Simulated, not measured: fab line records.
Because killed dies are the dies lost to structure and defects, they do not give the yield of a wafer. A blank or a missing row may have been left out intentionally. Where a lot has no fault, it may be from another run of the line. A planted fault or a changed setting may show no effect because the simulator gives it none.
Matching of chambers | flow nand-harc | 4 sister chambers for NHARC_A_SLIT_ETCH_29 on rie-diel-06
The step etches the open film in CF4/O2, target depth 100 nm, overetch 10 nm, time 55 s. 8 wafers are shown with their chamber, then 8 later ones without.

WAFERS WITH THEIR CHAMBER
wafer  | chamber | drypump-motor-current-A (A) | rf-vpp-V (V)
L084.2 | 3       | 5.7                         | 197.7
L083.1 | 0       | 5.5                         | 199.1
L083.2 | 1       | 5.1                         | 197.9
L086.2 | 1       | 5.1                         | 198.0
L087.1 | 2       | 5.5                         | 195.5
L087.5 | 3       | 5.8                         | 199.6
L087.6 | 2       | 5.5                         | 195.2
L091.1 | 0       | 5.5                         | 198.8

WAFERS WITHOUT THEIR CHAMBER
wafer  | drypump-motor-current-A (A) | rf-vpp-V (V)
L091.2 | 5.7                         | 199.4
L091.3 | 5.1                         | 196.2
L094.1 | 5.1                         | 198.6
L094.2 | 5.7                         | 199.1
L094.5 | 5.5                         | 197.5
L097.2 | 5.7                         | 199.6
L097.5 | 5.5                         | 199.3
L097.6 | 5.7                         | 198.6

THE CHAMBER EACH PASSED THROUGH
wafer  | from the rows above     | in truth
L091.2 | 3                       | 3
L091.3 | 1                       | 1
L094.1 | 1                       | 1
L094.2 | 3                       | 3
L094.5 | can't be placed: 0 or 2 | 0
L097.2 | 3                       | 3
L097.5 | 0                       | 0
L097.6 | 3                       | 3
7 of 8 placed correctly. Can't be placed from these rows: 1 (the true chamber is among the candidates in 1). Placed wrongly: 0.
How it was worked out, from the rows above alone: a wafer's distance from a chamber is the root of the sum, over the readings, of the square of ((its reading less the chamber's mean) divided by the reading's scatter). If the next closest chamber is less than 2 further off than the closest, the wafer can't be placed; otherwise it belongs to the closest. Each chamber's mean is taken over the wafers shown for it. How the scatter is found: for the shown wafers, subtract from each reading the mean of its chamber, square and add these, divide the total by (wafers less chambers), then take the root.
